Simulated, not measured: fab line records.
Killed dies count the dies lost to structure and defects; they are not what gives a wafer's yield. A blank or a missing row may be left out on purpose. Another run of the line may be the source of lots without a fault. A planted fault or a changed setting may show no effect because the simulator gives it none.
fab line records    flow n5Finfet
record: lots: 9  wafers: 27  lastDay: 17
route steps=1938 shown BEOL_M2@922 BEOL_M3@941 BEOL_M4@1111 PASSIVATION@1936
lots that met no fault: from a run of the same line without faults
startH: the number of hours between the record's first day and the start of the first shown wafer of the lot    waitH: time in hours since the lot's previous step    " same as the row above    L1.1+2: several wafers, shown together as one row    - either no value or no given start    * or withheld: withheld    < > ~ a bound
route shown NAME@n: a module of which the file shows steps, and the number in the route of the first    usual: average and standard deviation across the fault-free wafers    same: alike in all rows    chamber/n: place in a boat    sites: each site's reading    _std_site: their standard deviation    _edge_site: outer sites' mean less inner sites'    radiusMm: for every site, how far away it sits from the centre of the wafer    mask NAME#n: copy n    behind: the last tool/chamber to shape the wafer    hold: the reason the lot was held/the length of the hold in hours/how it ended    device: names the non-switching transistor (n, p or np)    end of line: tests run on the same wafers once the route is complete    a step without rows: its recipe alone    killed: dies lost to structure and defects at the first sort, not the wafer's yield    map: shows each die of a wafer: x if killed, . if not, _ if none is there
set.NAME: the setting as run; set.NAME@STEP: as run at that earlier step    model.NAME: the simulator's own value behind a step, which no gauge read
one table for each step of the route and one row for each wafer, over a sample of lots
services: when a tool's chamber went out of use (startH, in hours from the record's first day, below 0 if earlier), for how many hours, and the reason
== steps ==
step: N5_BEOL_M2_ANNEAL_51
recipe: tempC: 225  timeS: 90  ambient: N2
usual: annealTempCMax: 226.06/0.27  wafer_temp_C_max: 226.04/0.24
lot.wafer  tool          chamber  startH  waitH  annealTempCMax  wafer_temp_C_max
L932.1     rtpAnneal-02  0        137.77  0.2    225.87          226.27
L932.2     "             0        "       "      226.18          225.99
L932.4     "             0        "       "      225.70          226.37
L934.1     rtpAnneal-01  0        151.57  0.1    226.69          225.62
L934.2     "             0        "       "      226.22          225.70
L934.4     "             0        "       "      226.07          225.81
L935.1     rtpAnneal-02  0        159.22  0.1    225.95          225.83
L935.2     "             0        "       "      225.87          225.75
L935.5     "             0        "       "      225.67          226.19
L940.1     rtpAnneal-02  0        183.54  0.1    225.80          225.80
L940.2     "             0        "       "      225.69          226.44
L940.6     "             0        "       "      225.73          226.29
L941.1     rtpAnneal-02  0        196.00  0.1    226.45          225.81
L941.2     "             0        "       "      226.01          226.29
L941.5     "             0        "       "      226.27          225.87
L944.1     rtpAnneal-02  0        216.08  0.1    225.90          225.75
L944.4     "             0        "       "      225.93          226.00
L944.5     "             0        "       "      225.89          226.00
L952.2     rtpAnneal-02  0        268.98  0.1    225.82          226.24
L952.4     "             0        "       "      226.28          225.93
L952.6     "             0        "       "      226.04          225.84
L955.2     rtpAnneal-01  0        278.94  0.1    225.84          226.01
L955.3     "             0        "       "      226.25          225.81
L955.4     "             0        "       "      226.29          226.05
L954.2     rtpAnneal-02  0        282.46  0.1    225.84          226.14
L954.4     "             0        "       "      225.95          225.87
L954.6     "             0        "       "      225.49          225.90
step: N5_BEOL_M3_EXPOSE_08
recipe: maskId: M3  na: 0.33  sourceShape: dipole  sigmaInner: 0.369  sigmaOuter: 0.767  polarization: unpolarized  doseMj: 33
usual: exposureDoseMJCm2: 32.91/0.037
same: sigmaOuter: 0.767
lot.wafer  tool           chamber  startH  waitH  mask  exposureDoseMJCm2
L932.1     euvScanner-02  0        140.41  -      M3#0  32.87
L932.2     "              0        "       "      M3#0  32.85
L932.4     "              0        "       "      M3#0  32.82
L934.1     euvScanner-01  0        153.48  -      M3#0  32.92
L934.2     "              0        "       "      M3#0  32.93
L934.4     "              0        "       "      M3#0  32.95
L935.1     euvScanner-01  0        161.31  -      M3#0  32.88
L935.2     "              0        "       "      M3#0  32.90
L935.5     "              0        "       "      M3#0  32.88
L940.1     euvScanner-01  0        185.33  -      M3#0  32.91
L940.2     "              0        "       "      M3#0  32.91
L940.6     "              0        "       "      M3#0  32.88
L941.1     euvScanner-01  0        197.65  -      M3#0  32.96
L941.2     "              0        "       "      M3#0  32.95
L941.5     "              0        "       "      M3#0  33.01
L944.1     euvScanner-01  0        219.23  -      M3#0  32.84
L944.4     "              0        "       "      M3#0  32.89
L944.5     "              0        "       "      M3#0  32.94
L952.2     euvScanner-01  0        270.47  -      M3#0  31.64
L952.4     "              0        "       "      M3#0  31.65
L952.6     "              0        "       "      M3#0  31.67
L955.2     euvScanner-02  0        280.81  -      M3#0  32.87
L955.3     "              0        "       "      M3#0  32.87
L955.4     "              0        "       "      M3#0  32.88
L954.2     euvScanner-01  0        285.12  -      M3#0  31.93
L954.4     "              0        "       "      M3#0  31.92
L954.6     "              0        "       "      M3#0  31.89
step: N5_BEOL_M3_CD_MEAS_11
recipe: targetCdNm: 17.05  landingEnergyEv: 500  detector: seInlens  polarity: opening
usual: cdNm: 17.16/0.26
lot.wafer  tool      chamber  startH  waitH  cdNm
L932.1     cdSem-03  0        140.54  -      17.85
L932.2     "         0        "       "      17.08
L932.4     "         0        "       "      17.34
L934.1     cdSem-02  0        153.61  -      17.22
L934.2     "         0        "       "      17.55
L934.4     "         0        "       "      17.03
L935.1     cdSem-03  0        161.44  -      17.31
L935.2     "         0        "       "      17.39
L935.5     "         0        "       "      17.51
L940.1     cdSem-01  0        185.46  -      17.22
L940.2     "         0        "       "      16.95
L940.6     "         0        "       "      16.74
L941.1     cdSem-03  0        197.78  -      16.88
L941.2     "         0        "       "      17.07
L941.5     "         0        "       "      17.27
L944.1     cdSem-03  0        219.36  -      17.42
L944.4     "         0        "       "      17.27
L944.5     "         0        "       "      17.53
L952.2     cdSem-03  0        270.59  -      16.83
L952.4     "         0        "       "      16.65
L952.6     "         0        "       "      16.53
L955.2     cdSem-02  0        280.93  -      17.80
L955.3     "         0        "       "      17.09
L955.4     "         0        "       "      16.79
L954.2     cdSem-03  0        285.24  -      16.23
L954.4     "         0        "       "      16.38
L954.6     "         0        "       "      16.53
step: N5_BEOL_M3_INSPECT_13
recipe: mode: adi  inspectInstrument: brightfield
usual: rawDefectCount: 414/83
lot.wafer  tool              chamber  startH  waitH  rawDefectCount
L932.1     defectInspect-02  -        140.63  0.1    393
L932.2     "                 -        "       "      345
L932.4     "                 -        "       "      321
L934.1     defectInspect-02  -        153.70  0.1    395
L934.2     "                 -        "       "      351
L934.4     "                 -        "       "      459
L935.1     defectInspect-02  -        161.53  0.1    322
L935.2     "                 -        "       "      408
L935.5     "                 -        "       "      331
L940.1     defectInspect-02  -        185.55  0.1    592
L940.2     "                 -        "       "      598
L940.6     "                 -        "       "      367
L941.1     defectInspect-02  -        197.87  0.1    448
L941.2     "                 -        "       "      396
L941.5     "                 -        "       "      376
L944.1     defectInspect-01  -        219.45  0.1    501
L944.4     "                 -        "       "      575
L944.5     "                 -        "       "      420
L952.2     defectInspect-02  -        270.68  0.0    256
L952.4     "                 -        "       "      320
L952.6     "                 -        "       "      561
L955.2     defectInspect-02  -        281.02  0.0    290
L955.3     "                 -        "       "      511
L955.4     "                 -        "       "      393
L954.2     defectInspect-02  -        285.33  0.0    373
L954.4     "                 -        "       "      349
L954.6     "                 -        "       "      430
step: N5_BEOL_M3_ETCH_74
recipe: chemistry: N2/H2  target: underlayer  targetDepthA: 65  maskMaterial: CAR-EUV  timeS: 5.2  ionEnergyEv: 200  pressureMtorr: 30  sourceW: 840  biasW: 150  n2FlowSccm: 200  h2FlowSccm: 200  ends: cleared
usual: drypumpMotorCurrentA: 5.5/0.42  etchRfOnTimeS: 5.22/0.16  oesProductAu: 0.69/0.054  rfVppV: 524.5/2.8  showerheadPlenumPTorr: 2.57/0.1  throttleValvePct: 17.78/0.21
lot.wafer  tool        chamber  startH  waitH  drypumpMotorCurrentA  etchRfOnTimeS  oesProductAu  rfHoursCounterH  rfVppV  showerheadPlenumPTorr  throttleValvePct
L932.1     rieDiel-05  3        140.70  0.0    5.2                   5.45           0.74          34               526.8   2.62                   17.93
L932.2     "           2        "       "      5.1                   5.01           0.73          56               527.4   2.71                   17.72
L932.4     "           0        "       "      6.0                   5.17           0.74          58               526.6   2.59                   17.72
L934.1     rieDiel-05  3        153.82  0.0    5.2                   5.55           0.72          38               523.7   2.61                   17.93
L934.2     "           1        "       "      5.9                   5.29           0.76          31               526.7   2.61                   18.07
L934.4     "           0        "       "      6.1                   5.29           0.72          62               522.7   2.59                   17.73
L935.1     rieDiel-05  3        161.63  0.0    5.2                   5.52           0.73          40               524.7   2.61                   17.91
L935.2     "           2        "       "      5.1                   5.14           0.72          62               527.2   2.70                   17.74
L935.5     "           2        "       "      5.1                   5.11           0.72          -                527.4   2.70                   17.76
L940.1     rieDiel-02  0        185.67  0.0    5.1                   5.25           0.62          173              524.7   2.51                   17.70
L940.2     "           2        "       "      5.9                   5.38           0.60          203              523.9   2.51                   17.95
L940.6     "           1        "       "      6.0                   5.02           0.67          -                522.0   2.42                   17.48
L941.1     rieDiel-05  3        197.94  0.0    5.1                   5.47           0.72          50               523.9   2.61                   17.93
L941.2     "           0        "       "      6.1                   5.28           0.70          75               525.8   2.58                   17.75
L941.5     "           0        "       "      6.0                   5.26           0.71          -                526.6   2.58                   17.76
L944.1     rieDiel-05  3        219.91  0.0    5.2                   5.51           0.71          57               526.1   2.61                   17.94
L944.4     "           2        "       "      5.1                   5.17           0.70          78               529.8   2.69                   17.76
L944.5     "           2        "       "      5.1                   5.11           0.71          -                526.9   2.69                   17.77
L952.2     rieDiel-06  3        270.80  0.0    5.9                   5.06           0.66          168              517.9   2.32                   17.50
L952.4     "           2        "       "      5.4                   4.94           0.68          120              525.4   2.66                   17.78
L952.6     "           0        "       "      5.6                   5.24           0.75          -                524.7   2.59                   17.61
L955.2     rieDiel-06  1        281.09  0.0    4.7                   5.16           0.81          7                522.7   2.48                   17.40
L955.3     "           0        "       "      5.7                   5.30           0.74          47               524.4   2.59                   17.61
L955.4     "           1        "       "      4.7                   5.17           0.80          -                524.0   2.48                   17.41
L954.2     rieDiel-05  1        285.39  0.0    5.9                   5.27           0.72          72               525.4   2.60                   18.15
L954.4     "           3        "       "      5.2                   5.53           0.68          77               524.9   2.60                   17.97
L954.6     "           3        "       "      5.2                   5.59           0.67          -                524.8   2.60                   18.00
step: N5_BEOL_M4_RC_MEAS_101
usual: DIBL_N: 36.7/2.4  DIBL_P: 37.4/2.9  IOFF_N: 0.18/0.05  IOFF_P: 0.23/0.058  ION_N: 683/16  ION_P: 467/11  SS_N: 71.7/0.77  SS_P: 73.5/0.87  VT_N: 249/4.3  VT_P: -250/4.4
lot.wafer  tool       chamber  startH  waitH  DIBL_N[mV/V]  DIBL_P[mV/V]  IOFF_N[nA/um]  IOFF_P[nA/um]  ION_N[uA/um]  ION_P[uA/um]  SS_N[mV/dec]  SS_P[mV/dec]  VT_N[mV]  VT_P[mV]
L932.1     prober-01  0        157.25  0.8    38.7          41.7          0.22           0.29           691           467           72.6          75.5          244       -248
L932.2     "          0        "       "      35.2          37.8          0.16           0.22           671           461           71.3          73.5          251       -251
L932.4     "          0        "       "      33.1          33.2          0.11           0.14           657           456           71.1          72.6          254       -257
L934.1     prober-01  0        173.25  0.0    40.3          40.8          0.21           0.26           705           477           72.5          74.6          248       -248
L934.2     "          0        "       "      39.0          38.0          0.17           0.21           685           461           72.2          73.5          250       -254
L934.4     "          0        "       "      38.0          38.5          0.17           0.23           665           456           71.6          73.4          250       -252
L935.1     prober-02  0        181.21  0.0    44.2          45.7          0.35           0.40           696           473           73.9          76.2          242       -242
L935.2     "          0        "       "      35.3          36.6          0.15           0.23           685           471           71.3          73.1          251       -250
L935.5     "          0        "       "      38.9          40.1          0.20           0.28           669           463           72.6          73.9          247       -247
L940.1     prober-01  0        209.16  0.0    39.1          37.9          0.23           0.31           676           473           73.1          73.8          245       -244
L940.2     "          0        "       "      35.8          35.5          0.16           0.25           682           475           71.4          73.0          250       -248
L940.6     "          0        "       "      39.2          39.8          0.24           0.35           699           477           71.8          74.4          244       -241
L941.1     prober-01  0        216.10  0.0    38.4          38.5          0.19           0.28           692           482           72.2          74.2          249       -246
L941.2     "          0        "       "      38.5          38.8          0.21           0.29           703           484           72.1          73.7          245       -246
L941.5     "          0        "       "      37.4          36.5          0.18           0.26           680           470           72.1          73.5          245       -246
L944.1     prober-02  0        235.22  0.0    34.1          33.5          0.12           0.18           677           468           69.9          72.7          252       -252
L944.4     "          0        "       "      34.8          34.8          0.13           0.19           684           477           71.2          73.0          252       -249
L944.5     "          0        "       "      35.5          36.5          0.16           0.23           711           484           70.5          73.3          246       -246
L952.2     prober-01  0        285.61  0.2    37.9          40.9          0.19           0.23           669           459           72.2          73.8          248       -251
L952.4     "          0        "       "      34.5          35.3          0.13           0.15           664           449           71.4          72.8          251       -256
L952.6     "          0        "       "      35.7          38.1          0.16           0.19           666           449           71.5          73.4          247       -254
L955.2     prober-02  0        300.90  0.2    36.6          38.0          0.18           0.20           698           473           71.7          73.0          247       -252
L955.3     "          0        "       "      37.9          38.7          0.18           0.21           673           456           71.9          73.6          249       -252
L955.4     "          0        "       "      37.5          39.5          0.22           0.24           697           466           72.2          73.6          243       -249
L954.2     prober-02  0        304.06  0.2    37.8          37.7          0.18           0.20           684           457           71.9          74.1          248       -254
L954.4     "          0        "       "      34.3          34.0          0.11           0.15           670           468           71.0          72.7          254       -258
L954.6     "          0        "       "      33.2          33.0          0.10           0.14           668           462           70.1          72.2          257       -260
step: N5_PASSIVATION_PROBE_49
usual: defectLimitedYield: 91.4/1.6  killed_at_M0_to_M3: 31/11  killed_at_M4_up: 14/5.7  killedAtContacts: 12/6  killedAtFrontEnd: 41/13  killedAtOther: 3.3/2.8  killedDies: 101/19  killedOnRim: 13/3.9  killedOpen: 67/14  killedShort: 33/8.2  sort_bin_4_leakage: 0.0/0.37  sort_bin_5_function: 5.0/1.1  sort_bin_6_memory: 3.3/0.74  sortNPass: 1078/20  sortYieldPct: 91.3/1.7
same: grossDies: 1180  killedAtBackSide: 0  sort_bin_8_speed[%]: 0
lot.wafer  tool       chamber  startH  waitH  defectLimitedYield[%]  killed_at_M0_to_M3  killed_at_M4_up  killedAtContacts  killedAtFrontEnd  killedAtOther  killedDies  killedOnRim  killedOpen  killedShort  sort_bin_4_leakage[%]  sort_bin_5_function[%]  sort_bin_6_memory[%]  sortNPass  sortYieldPct[%]
L952.2     prober-01  -        392.06  0.1    86.9                   78                  14               9                 46                8              155         21           67          38           0                      7.3                     5.2                   1025       86.9
L952.4     prober-01  -        392.16  0.2    84.8                   89                  17               16                50                7              179         26           86          40           0                      7.5                     6.8                   1001       84.8
L952.6     prober-01  -        392.26  0.3    85.9                   70                  8                25                60                3              166         19           87          31           0                      8.7                     4.7                   1014       85.9
L954.2     prober-02  -        405.22  0.1    90.9                   46                  6                20                33                2              107         15           53          30           0                      5.0                     3.6                   1073       90.9
L954.4     prober-02  -        405.32  0.2    87.7                   53                  10               30                50                2              145         14           93          25           0                      7.5                     4.3                   1035       87.7
L954.6     prober-02  -        405.42  0.3    90.4                   50                  10               18                35                0              113         16           64          29           0                      5.2                     4.1                   1067       90.4
killed by level:class
L952.2 BEOL_M3:areaExpose=47 FIN_SAQP:geometricParticle:open=11 STI_FIN_REVEAL:geometricParticle:open=10 MOL_CONTACT_COAG:geometricParticle:open=8 FIN_SAQP:geometricParticle:short=7 BEOL_M2:geometricParticle:open=7 BEOL_M0_SAQP:geometricParticle:short=6 GATE_CUT:geometricParticle:open=5
L952.4 BEOL_M3:areaExpose=49 STI_FIN_REVEAL:geometricParticle:open=18 MOL_CONTACT_COAG:geometricParticle:open=14 STI_FIN_REVEAL:geometricParticle:short=11 BEOL_M2:geometricParticle:open=11 BEOL_M0_SAQP:geometricParticle:short=9 BEOL_M4:geometricParticle:open=8 FIN_SAQP:geometricParticle:open=5
L952.6 BEOL_M3:areaExpose=48 MOL_CONTACT_COAG:geometricParticle:open=23 FIN_SAQP:geometricParticle:open=15 STI_FIN_REVEAL:geometricParticle:open=14 GATE_CUT:geometricParticle:short=9 BEOL_M0_SAQP:geometricParticle:open=9 DUMMY_GATE:geometricParticle:open=8 BEOL_M3:geometricParticle:open=5
L954.2 BEOL_M3:areaExpose=21 MOL_CONTACT_COAG:geometricParticle:open=14 FIN_SAQP:geometricParticle:open=11 BEOL_M3:geometricParticle:open=9 MOL_CONTACT_COAG:geometricParticle:short=6 GATE_CUT:geometricParticle:short=5 BEOL_M0_SAQP:geometricParticle:open=4 STI_FIN_REVEAL:geometricParticle:open=3
L954.4 MOL_CONTACT_COAG:geometricParticle:open=26 BEOL_M3:areaExpose=24 STI_FIN_REVEAL:geometricParticle:open=19 BEOL_M0_SAQP:geometricParticle:open=9 FIN_SAQP:geometricParticle:open=8 BEOL_M3:geometricParticle:open=6 STARTING-WAFER:geometricParticle:open=5 MOL_CONTACT_COAG:geometricParticle:short=4
L954.6 BEOL_M3:areaExpose=19 MOL_CONTACT_COAG:geometricParticle:open=14 STI_FIN_REVEAL:geometricParticle:open=9 BEOL_M0_SAQP:geometricParticle:short=9 BEOL_M0_SAQP:geometricParticle:open=9 BEOL_M2:geometricParticle:open=6 STI_FIN_REVEAL:geometricParticle:short=5 DUMMY_GATE:geometricParticle:open=4
== services ==
tool           chamber  startH  hours  kind
euvScanner-02  -        116.66  2.5    repair
euvScanner-02  -        119.16  4.6    pm
euvScanner-01  -        123.80  1.0    pm
rieDiel-02     3        135.96  8.7    repair
euvScanner-02  -        150.66  0.3    repair
euvScanner-02  -        154.38  1.0    pm
euvScanner-01  -        170.35  0.8    repair
euvScanner-01  -        173.14  1.0    pm
euvScanner-02  0        183.72  -      calibration
euvScanner-02  -        202.43  0.7    repair
rieDiel-05     2        208.68  3.8    repair
euvScanner-02  -        210.53  1.0    pm
euvScanner-01  0        212.90  -      calibration
euvScanner-01  -        217.40  0.2    repair
rieDiel-05     0        221.63  2.8    repair
euvScanner-01  -        229.29  1.0    pm
euvScanner-01  -        236.73  4.6    pm
rieDiel-06     1        237.52  -      clean
rieDiel-06     1        237.52  -      consumableReplace:focusRing
rieDiel-06     1        237.52  21.4   scheduledDown
rieDiel-06     1        237.52  21.4   ventCycle
euvScanner-02  -        266.68  1.0    pm
euvScanner-02  -        268.73  4.6    pm
rieDiel-06     3        272.94  8.2    repair
== key ==
firstSign: step: N5_BEOL_M3_EXPOSE_08  reading: exposureDoseMJCm2  direction: down  sigmas: 30  usual: 32.91  struck: 31.78
effect: step: N5_BEOL_M3_CD_MEAS_11  reading: cdNm  direction: down  sigmas: 2.5  usual: 17.16  struck: 16.52  through: controlLoop
effect: step: N5_PASSIVATION_PROBE_49  reading: killed_at_M0_to_M3  direction: up  sigmas: 3.1  usual: 31  struck: 64  wafersMoved: 4
moreKillsBornAt: N5_BEOL_M3_EXPOSE_08@euvScanner-01: 208
metAt N5_BEOL_M3_EXPOSE_08
struckLots L952,L954
loopTrim: step: N5_BEOL_M3_EXPOSE_08  setting: dose  lots: L954
notActingAt N5_BEOL_M2_ANNEAL_51,N5_BEOL_M3_INSPECT_13,N5_BEOL_M3_ETCH_74
onsetBetween 219.23 270.47
fault: kind: processParameterDrift  tool: euvScanner-01  chamber: -  onsetH: 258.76  steps: N5_BEOL_M3_EXPOSE_08  channel: doseMj  offset: -1.2364  shape: step  actsIn: theseRecipesOnly  stated: 33
loopTrim: a control loop set the setting to another value than it would have without faults
